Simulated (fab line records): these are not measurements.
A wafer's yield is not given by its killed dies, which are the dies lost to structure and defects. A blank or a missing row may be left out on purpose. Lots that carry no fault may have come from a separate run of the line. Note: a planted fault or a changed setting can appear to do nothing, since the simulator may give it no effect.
Which tool is to blame? ; flow nandHarc ; Sampling: 13 lots, 39 wafers, 5 of 1159 route steps

## WHAT THE GAUGES READ, wafer by wafer
NHARC_END_SORT_01. Usual: killedAtArray 28, standard deviation 11; killedAtOther 0.8, standard deviation 1.3; killedAtPeriphery 3.6, standard deviation 2.5; killedDies 32, standard deviation 11; killedOpen 3.0, standard deviation 1.8; killedShort 2.0, standard deviation 1.5.
lot;measured;on;killedAtArray;killedAtOther;killedAtPeriphery;killedDies;killedOpen;killedShort;flag
L603;day 21 22:17;prober-02;35 36 37;5 0 0;9 6 9;49 42 46;8 5 4;0 1 2;
L604;day 22 05:19;prober-02;33 24 27;0 0 0;1 3 4;34 27 31;3 3 2;2 2 2;
L605;day 22 07:05;prober-01;34;0;6;40;2;6;

## WHICH TOOL RAN EACH LOT (tool, then ch and the chambers of the sampled wafers, then the start)
lot;NHARC_A_WL_FILL_ETCHBACK_05;NHARC_A_CONTACT_DEP_24;NHARC_A_CONTACT_SOFTBAKE_37;NHARC_A_CONTACT_ETCH_111
L594;rieMetal-03 ch 0,1, day 15 01:28;pecvd-01 ch 0,1,2, day 16 06:16;lithoTrack-04 ch 0, day 16 10:00;harCapEtch-02 ch 0,1, day 16 12:10
L595;rieMetal-03 ch 0,1, day 15 05:19;pecvd-03 ch 0,2, day 16 01:50;lithoTrack-04 ch 0, day 16 06:00;harCapEtch-01 ch 0,1, day 16 08:08
L596;rieMetal-02 ch 0,1, day 15 08:05;pecvd-01 ch 0,1,2, day 16 13:05;lithoTrack-06 ch 0, day 16 17:00;harCapEtch-02 ch 0,1, day 16 20:02
L598;rieMetal-01 ch 0,1, day 15 13:02;pecvd-04 ch 0,1, day 16 12:57;lithoTrack-06 ch 0, day 16 17:00;harCapEtch-01 ch 0,1, day 16 19:12
L597;rieMetal-02 ch 0,1, day 15 13:47;pecvd-01 ch 0,1,2, day 16 17:37;lithoTrack-06 ch 0, day 16 22:00;harCapEtch-03 ch 0,1, day 17 00:04
L599;rieMetal-02 ch 0,1, day 16 05:28;pecvd-03 ch 0,2, day 17 08:45;lithoTrack-04 ch 0, day 17 11:00;harCapEtch-01 ch 0,1, day 17 13:50
L603;rieMetal-02 ch 0,1, day 17 01:08;pecvd-04 ch 0,1,2, day 17 23:25;lithoTrack-06 ch 0, day 18 02:00;harCapEtch-03 ch 0,1, day 18 04:51
L604;rieMetal-02 ch 0,1, day 17 14:58;pecvd-03 ch 0,1,2, day 18 14:29;lithoTrack-06 ch 0, day 18 17:00;harCapEtch-02 ch 0,1, day 18 19:34
L605;rieMetal-02 ch 0,1, day 17 16:47;pecvd-04 ch 0,1,2, day 18 14:35;lithoTrack-06 ch 0, day 18 18:00;harCapEtch-03 ch 0,1, day 18 20:49
L610;rieMetal-02 ch 0,1, day 19 00:18;pecvd-03 ch 0,1,2, day 19 21:32;lithoTrack-01 ch 0, day 20 00:00;harCapEtch-03 ch 0,1, day 20 02:41
L613;rieMetal-03 ch 0,1, day 19 07:37;pecvd-03 ch 0,1,2, day 20 13:59;lithoTrack-01 ch 0, day 20 17:00;harCapEtch-01 ch 0,1, day 20 19:59
L614;rieMetal-02 ch 0,1, day 19 14:19;pecvd-04 ch 0,1,2, day 20 17:02;lithoTrack-01 ch 0, day 20 20:00;harCapEtch-02 ch 0,1, day 20 23:24
L617;rieMetal-02 ch 0,1, day 20 08:43;pecvd-03 ch 0,1,2, day 21 06:27;lithoTrack-01 ch 0, day 21 10:00;harCapEtch-02 ch 0,1, day 21 12:54
- NHARC_A_WL_FILL_ETCHBACK_05: etches the open film in Cl2/BCl3, target depth 22 nm, time 60 s.
- NHARC_A_CONTACT_DEP_24: deposits SiO2, target thk 500 nm.
- NHARC_A_CONTACT_SOFTBAKE_37: time 55 s.
- NHARC_A_CONTACT_ETCH_111: etches the open film in C4F8/O2/Ar, time 140 s, target depth 700 nm.

## WHAT THE TOOLS THEMSELVES READ (means of the sampled wafers that have a number; where no wafer has one, the mark that the record gives instead)
NHARC_A_WL_FILL_ETCHBACK_05. Usual: chamberPressureMTorr 9.999 mTorr, standard deviation 0.0096; drypumpMotorCurrentA 5.5 A, standard deviation 0.36; oesProductAu 0.998 a.u., standard deviation 0.0073.
lot;tool;chamberPressureMTorr (mTorr);drypumpMotorCurrentA (A);oesProductAu (a.u.);flag
L594;rieMetal-03;9.998;5.3;0.986;
L595;rieMetal-03;9.995;5.3;0.993;
L596;rieMetal-02;9.995;5.9;0.995;
L598;rieMetal-01;9.996;5.1;1.002;
L597;rieMetal-02;9.994;5.9;0.995;
L599;rieMetal-02;9.993;5.6;0.998;
L603;rieMetal-02;9.998;5.6;0.998;
L604;rieMetal-02;10.009;5.9;0.999;
L605;rieMetal-02;9.997;5.6;1.003;
L610;rieMetal-02;10.000;5.6;1.000;
L613;rieMetal-03;10.000;5.3;1.002;
L614;rieMetal-02;10.001;5.9;1.003;
L617;rieMetal-02;9.979;5.9;0.997;

NHARC_A_CONTACT_DEP_24. Usual: heaterPowerW 567 W, standard deviation 110; throttleValvePct 15.7 %, standard deviation 0.49.
lot;tool;heaterPowerW (W);throttleValvePct (%);flag
L594;pecvd-01;510;16.1;
L595;pecvd-03;424;15.4;
L596;pecvd-01;581;16.1;
L598;pecvd-04;632;16.3;
L597;pecvd-01;592;16.3;
L599;pecvd-03;459;15.4;
L603;pecvd-04;575;15.6;
L604;pecvd-03;580;15.5;
L605;pecvd-04;588;15.6;
L610;pecvd-03;539;15.6;
L613;pecvd-03;547;15.5;
L614;pecvd-04;554;15.7;
L617;pecvd-03;592;15.3;

NHARC_A_CONTACT_SOFTBAKE_37. Usual: heaterPowerTotalW reads 188.43 W (standard deviation 0.13).
lot;tool;heaterPowerTotalW (W);flag
L594;lithoTrack-04;188.37;
L595;lithoTrack-04;188.51;
L596;lithoTrack-06;188.53;
L598;lithoTrack-06;188.55;
L597;lithoTrack-06;188.49;
L599;lithoTrack-04;188.46;
L603;lithoTrack-06;188.35;
L604;lithoTrack-06;228.91;OFF
L605;lithoTrack-06;208.60;OFF
L610;lithoTrack-01;188.48;
L613;lithoTrack-01;188.29;
L614;lithoTrack-01;188.33;
L617;lithoTrack-01;188.48;

NHARC_A_CONTACT_ETCH_111. Usual: chamberPressureMTorr reads 19.996 mTorr (standard deviation 0.018).
lot;tool;chamberPressureMTorr (mTorr);flag
L594;harCapEtch-02;20.003;
L595;harCapEtch-01;19.977;
L596;harCapEtch-02;19.994;
L598;harCapEtch-01;19.994;
L597;harCapEtch-03;19.986;
L599;harCapEtch-01;19.995;
L603;harCapEtch-03;20.004;
L604;harCapEtch-02;19.986;
L605;harCapEtch-03;19.980;
L610;harCapEtch-03;19.994;
L613;harCapEtch-01;19.991;
L614;harCapEtch-02;20.001;
L617;harCapEtch-02;19.990;

## THE ANSWER, worked out from the rows above alone
Rule: take the mean of a lot's wafers that have a number; if it is more than 3 standard deviations from the usual mean, the lot is off. A lot without any number at a reading at which 4 lots or more have one is off too. Where the step has rows for the other lots, those lots are counted as sound. Order of review: gauges by route order, followed by the tools' own readings, for which a lot's mean as printed above is used. The first step at which some lot is off is used, and at that step the reading that is off furthest; a lot without a number counts as furthest.
Off: L604, L605, at NHARC_A_CONTACT_SOFTBAKE_37 (heaterPowerTotalW).
If a tool, at that step or one of the process steps before it, ran each lot that is off and ran no sound lot following the first of them, it fits. One candidate fits, namely lithoTrack-06 at NHARC_A_CONTACT_SOFTBAKE_37. Its last sound lot is L603 (day 18 02:00), its first lot that is off L604 (day 18 17:00): a fault that began between those two fits.
On the lots that are off, the tool's own readings at NHARC_A_CONTACT_SOFTBAKE_37 differ by more than 5 times the standard deviation of the sound lots' means, which bears it out; heaterPowerTotalW reads 218.75 W there versus 188.44 W on the sound lots.

## WHAT THE SIMULATOR HAD PUT IN
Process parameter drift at NHARC_A_CONTACT_SOFTBAKE_37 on lithoTrack-06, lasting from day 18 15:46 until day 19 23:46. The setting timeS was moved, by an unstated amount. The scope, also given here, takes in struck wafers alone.
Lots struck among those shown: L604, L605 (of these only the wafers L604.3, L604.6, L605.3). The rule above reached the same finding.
